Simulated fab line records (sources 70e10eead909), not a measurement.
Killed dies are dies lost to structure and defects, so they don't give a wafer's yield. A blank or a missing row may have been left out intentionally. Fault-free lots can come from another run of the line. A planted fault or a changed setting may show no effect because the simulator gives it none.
fab line records ; flow nand_harc
[record] lots = 5; wafers = 15; last_day = 33
route steps=1302 shown A_ONON_D1@447 A_CHANNEL_HOLE_D1@450
lots untouched by any fault: they come from a run of this same line in which no faults occurred
start_h: hours from the record's opening day to when the first of the lot's shown wafers began ; wait_h: hours since the lot's step before ; " the same as in the row above ; L1.1+2: several wafers, shown together as one row ; - no value, or no start given ; * or withheld: withheld ; < > ~ a bound
route shown NAME@n: names a module that has steps shown in the file, with the first one's number in the route ; usual: mean/standard deviation of fault-free wafers ; same: alike in all rows ; chamber/n: place in a boat ; sites: per-site readings ; _std_site: how widely they spread, as a standard deviation ; _edge_site: the outer-site mean with the inner-site mean subtracted ; radius_mm: for every site, how far away it sits from the centre of the wafer ; mask NAME#n: copy n ; behind: the tool/chamber that last shaped the wafer ; hold: the reason the lot was held/the length of the hold in hours/how it ended ; device: the transistor (n, p or np) that didn't switch ; end of line: at the end of the route, the tests of the same wafers ; a step without rows: its recipe alone ; killed: the dies lost at the first sort to structure and to defects; this is not the yield of the wafer ; map: dies across one wafer; x = killed, . = not, _ = none there
set.NAME: the setting the step ran with; set.NAME@STEP: the setting that earlier step ran with ; model.NAME: the simulator's own value behind a step, which no gauge read
lots seen at some steps along the route; tables by step, rows by wafer
services: the hour from which a tool's chamber was out of use, counted from the record's first day as start_h (under 0 if before that day), plus the number of hours and why
[[steps]]
[step NHARC_A_ONON_D1_THK_MEAS_34]
[recipe] thk_meas_gauge = ellipsometry
[usual] thk_nm = 200.6/2.9
lot.wafer;tool;chamber;start_h;wait_h;thk_nm
L298.1;film_metro-01;-;210.05;-;200.9
L298.4;film_metro-01;-;210.05;-;201.7
L298.6;film_metro-01;-;210.05;-;202.3
L299.2;film_metro-01;-;224.65;-;202.4
L299.4;film_metro-01;-;224.65;-;203.8
L299.5;film_metro-01;-;224.65;-;203.5
L307.1;film_metro-02;-;322.99;-;198.6
L307.2;film_metro-02;-;322.99;-;200.4
L307.5;film_metro-02;-;322.99;-;201.2
L313.1;film_metro-02;-;361.13;-;199.9
L313.2;film_metro-02;-;361.13;-;204.8
L313.5;film_metro-02;-;361.13;-;202.6
L314.3;film_metro-01;-;372.91;0.3;201.6
L314.5;film_metro-01;-;372.91;0.3;204.5
L314.6;film_metro-01;-;372.91;0.3;198.3
[step NHARC_A_ONON_D1_INSPECT_32]
[usual] raw_defect_count = 73/25
lot.wafer;tool;chamber;start_h;wait_h;raw_defect_count
L298.1;defect_inspect-02;-;210.13;0.0;51
L298.4;defect_inspect-02;-;210.13;0.0;62
L298.6;defect_inspect-02;-;210.13;0.0;64
L299.2;defect_inspect-01;-;224.74;0.0;127
L299.4;defect_inspect-01;-;224.74;0.0;34
L299.5;defect_inspect-01;-;224.74;0.0;75
L307.1;defect_inspect-01;-;323.05;0.0;55
L307.2;defect_inspect-01;-;323.05;0.0;36
L307.5;defect_inspect-01;-;323.05;0.0;84
L313.1;defect_inspect-02;-;361.20;0.0;117
L313.2;defect_inspect-02;-;361.20;0.0;89
L313.5;defect_inspect-02;-;361.20;0.0;71
L314.3;defect_inspect-02;-;372.97;0.0;63
L314.5;defect_inspect-02;-;372.97;0.0;43
L314.6;defect_inspect-02;-;372.97;0.0;33
[step NHARC_A_CHANNEL_HOLE_D1_DEP_00]
[recipe] target_thk_a = 31000; temp_c = 400; material = aC
[usual] throttle_valve_pct = 35.000/0.0088
lot.wafer;tool;chamber;start_h;wait_h;throttle_valve_pct
L298.1;acl_dep-02;0;210.20;0.1;34.990
L298.4;acl_dep-02;0;210.20;0.1;35.003
L298.6;acl_dep-02;0;210.20;0.1;35.002
L299.2;acl_dep-02;0;225.12;0.4;34.998
L299.4;acl_dep-02;0;225.12;0.4;35.013
L299.5;acl_dep-02;0;225.12;0.4;35.008
L307.1;acl_dep-03;0;323.12;0.1;34.981
L307.2;acl_dep-03;0;323.12;0.1;34.990
L307.5;acl_dep-03;0;323.12;0.1;34.987
L313.1;acl_dep-01;0;361.26;0.1;34.999
L313.2;acl_dep-01;0;361.26;0.1;35.004
L313.5;acl_dep-01;0;361.26;0.1;34.984
L314.3;acl_dep-03;0;379.49;6.5;34.988
L314.5;acl_dep-03;0;379.49;6.5;35.004
L314.6;acl_dep-03;0;379.49;6.5;34.988
[step NHARC_A_CHANNEL_HOLE_D1_DEP_01]
[recipe] target_thk_a = 1400; target_thk_nm = 140; temp_c = 400; pressure_torr = 3.5; flow_sccm = 200; rf_w = 350; material = SiON
[usual] heater_power_w = 749/66
lot.wafer;tool;chamber;start_h;wait_h;heater_power_w
L298.1;pecvd-01;2;212.15;1.6;812
L298.6;pecvd-01;1;212.15;1.6;751
L298.4;pecvd-01;0;212.15;1.6;726
L299.2;pecvd-04;0;226.77;1.3;735
L299.5;pecvd-04;1;226.77;1.3;802
L299.4;pecvd-04;0;226.77;1.3;741
L307.2;pecvd-01;1;325.04;1.3;713
L307.1;pecvd-01;2;325.04;1.3;803
L307.5;pecvd-01;1;325.04;1.3;708
L313.1;pecvd-03;2;363.21;1.6;697
L313.2;pecvd-03;1;363.21;1.6;806
L313.5;pecvd-03;0;363.21;1.6;679
L314.3;pecvd-01;1;380.81;1.0;667
L314.6;pecvd-01;0;380.81;1.0;784
L314.5;pecvd-01;1;380.81;1.0;691
[step NHARC_A_CHANNEL_HOLE_D1_DEHYDRATE_02]
[recipe] temp_c = 150; time_s = 120
[step NHARC_A_CHANNEL_HOLE_D1_HMDS_03]
[recipe] time_s = 30
[step NHARC_A_CHANNEL_HOLE_D1_COAT_36]
[recipe] temp_c = 260; time_s = 75
[step NHARC_A_CHANNEL_HOLE_D1_COAT_37]
[recipe] temp_c = 225; time_s = 65
[step NHARC_A_CHANNEL_HOLE_D1_COAT_04]
[recipe] spin_rpm = 1500; resist_thk_nm = 90
[step NHARC_A_CHANNEL_HOLE_D1_SOFTBAKE_05]
[recipe] temp_c = 105; time_s = 55
[step NHARC_A_CHANNEL_HOLE_D1_EBR_06]
[step NHARC_A_CHANNEL_HOLE_D1_EXPOSE_07]
[recipe] na = 1.35; target_cd_nm = 100; sigma_outer = 0.3; dose_mj = 59.65; mask_id = HOLE_D1
lot.wafer;tool;chamber;start_h;wait_h;mask;model.A_CHANNEL_HOLE_D1.overlay_x_nm
L298.1+4+6;arfi_scanner-02;0;212.58;-;HOLE_D1#0;0.3523
L299.2+4+5;arfi_scanner-03;0;227.30;-;HOLE_D1#0;0.7704
L307.1+2+5;arfi_scanner-03;0;325.65;-;HOLE_D1#0;3.76
L313.1+2+5;arfi_scanner-01;0;363.67;-;HOLE_D1#0;0.6031
L314.3+5+6;arfi_scanner-02;0;381.38;-;HOLE_D1#0;0.5597
[step NHARC_A_CHANNEL_HOLE_D1_PEB_08]
[recipe] peb_temp_c = 100; peb_time_s = 65
[step NHARC_A_CHANNEL_HOLE_D1_DEVELOP_09]
[recipe] develop_time_s = 35; dev_temp_c = 23
[step NHARC_A_CHANNEL_HOLE_D1_CD_MEAS_10]
[recipe] target_cd_nm = 100; landing_energy_ev = 500
[usual] cd_nm = 99.9/0.62
lot.wafer;tool;chamber;start_h;wait_h;cd_nm
L298.1;cd_sem-03;0;212.72;-;99.9
L298.4;cd_sem-03;0;212.72;-;99.7
L298.6;cd_sem-03;0;212.72;-;100.0
L299.2;cd_sem-02;0;227.44;-;100.0
L299.4;cd_sem-02;0;227.44;-;99.2
L299.5;cd_sem-02;0;227.44;-;99.7
L307.1;cd_sem-02;0;325.79;-;99.0
L307.2;cd_sem-02;0;325.79;-;99.9
L307.5;cd_sem-02;0;325.79;-;100.2
L313.1;cd_sem-01;0;363.81;-;99.7
L313.2;cd_sem-01;0;363.81;-;99.9
L313.5;cd_sem-01;0;363.81;-;100.2
L314.3;cd_sem-02;0;381.52;-;99.8
L314.5;cd_sem-02;0;381.52;-;100.2
L314.6;cd_sem-02;0;381.52;-;99.4
[step NHARC_A_CHANNEL_HOLE_D1_OVL_MEAS_11]
[usual] overlay_x_nm = 0.0/0.68; overlay_y_nm = 0.2/0.85
lot.wafer;tool;chamber;start_h;wait_h;overlay_x_nm;overlay_y_nm
L298.1;overlay-02;-;212.81;-;0.4;0.8
L298.4;overlay-02;-;212.81;-;0.6;0.3
L298.6;overlay-02;-;212.81;-;0.2;0.5
L299.2;overlay-01;-;227.53;-;1.0;-0.4
L299.4;overlay-01;-;227.53;-;1.5;-0.4
L299.5;overlay-01;-;227.53;-;0.8;0.3
L307.1;overlay-01;-;325.87;-;3.4;-0.8
L307.2;overlay-01;-;325.87;-;3.6;-1.0
L307.5;overlay-01;-;325.87;-;3.5;-0.8
L313.1;overlay-02;-;363.89;-;0.6;0.8
L313.2;overlay-02;-;363.89;-;1.1;0.7
L313.5;overlay-02;-;363.89;-;0.2;1.0
L314.3;overlay-01;-;381.60;-;0.5;0.1
L314.5;overlay-01;-;381.60;-;0.8;0.8
L314.6;overlay-01;-;381.60;-;0.6;1.1
[step NHARC_A_CHANNEL_HOLE_D1_INSPECT_12]
[usual] raw_defect_count = 5.7/2.8
lot.wafer;tool;chamber;start_h;wait_h;raw_defect_count
L298.1;defect_inspect-02;-;212.84;0.0;7
L298.4;defect_inspect-02;-;212.84;0.0;10
L298.6;defect_inspect-02;-;212.84;0.0;9
L299.2;defect_inspect-02;-;227.56;0.0;11
L299.4;defect_inspect-02;-;227.56;0.0;4
L299.5;defect_inspect-02;-;227.56;0.0;4
L307.1;defect_inspect-01;-;325.91;0.0;5
L307.2;defect_inspect-01;-;325.91;0.0;4
L307.5;defect_inspect-01;-;325.91;0.0;7
L313.1;defect_inspect-02;-;363.93;0.0;7
L313.2;defect_inspect-02;-;363.93;0.0;3
L313.5;defect_inspect-02;-;363.93;0.0;3
L314.3;defect_inspect-02;-;381.64;0.0;7
L314.5;defect_inspect-02;-;381.64;0.0;3
L314.6;defect_inspect-02;-;381.64;0.0;5
[[services]]
tool;chamber;start_h;hours;kind
acl_dep-01;-;187.08;13.0;pm
pecvd-03;-;197.36;1.0;repair
arfi_scanner-03;-;204.21;4.0;pm
arfi_scanner-01;-;205.07;1.5;repair
pecvd-04;-;217.67;0.6;repair
pecvd-03;1;218.33;10.4;repair
acl_dep-02;-;244.49;13.0;pm
arfi_scanner-01;-;252.00;4.0;pm
arfi_scanner-03;-;260.81;2.0;repair
pecvd-04;-;269.00;13.0;pm
acl_dep-03;-;299.15;13.0;pm
pecvd-01;-;311.85;13.0;pm
pecvd-01;0;311.85;13.0;vent_cycle
pecvd-01;1;311.85;13.0;vent_cycle
pecvd-01;2;311.85;13.0;vent_cycle
arfi_scanner-02;-;312.00;4.0;pm
arfi_scanner-02;-;317.29;0.8;repair
pecvd-04;-;321.97;77.1;repair
pecvd-01;0;324.85;-;clean
pecvd-01;1;324.85;-;clean
pecvd-03;-;366.00;13.0;pm
acl_dep-01;-;368.65;13.0;pm
arfi_scanner-01;-;371.21;0.6;repair
arfi_scanner-03;-;376.21;4.0;pm
[[key]]
[first_sign] step = NHARC_A_CHANNEL_HOLE_D1_OVL_MEAS_11; reading = overlay_x_nm; direction = up; sigmas = 5.2; usual = 0.0; struck = 3.5
effect none on later readings
[model_effect] step = NHARC_A_CHANNEL_HOLE_D1_EXPOSE_07; value = A_CHANNEL_HOLE_D1.overlay_x_nm; without = 1.558; struck = 3.76
met_at NHARC_A_CHANNEL_HOLE_D1_EXPOSE_07
struck_wafers L307.1,L307.2,L307.5
tester_left_out L307
onset_between 227.30 325.65
[fault] kind = scanner_matching_overlay; tool = arfi_scanner-03; chamber = -; onset_h = 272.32; steps = NHARC_A_CHANNEL_HOLE_D1_EXPOSE_07; offset = 2.2019
// tester_left_out: of these lots the tester's yield and bins aren't shown, on N5 and GAA mostly nor the transistor test; their killed dies are dies lost to structure and defects alone, not to doping, threshold or leakage, so they don't give the yield
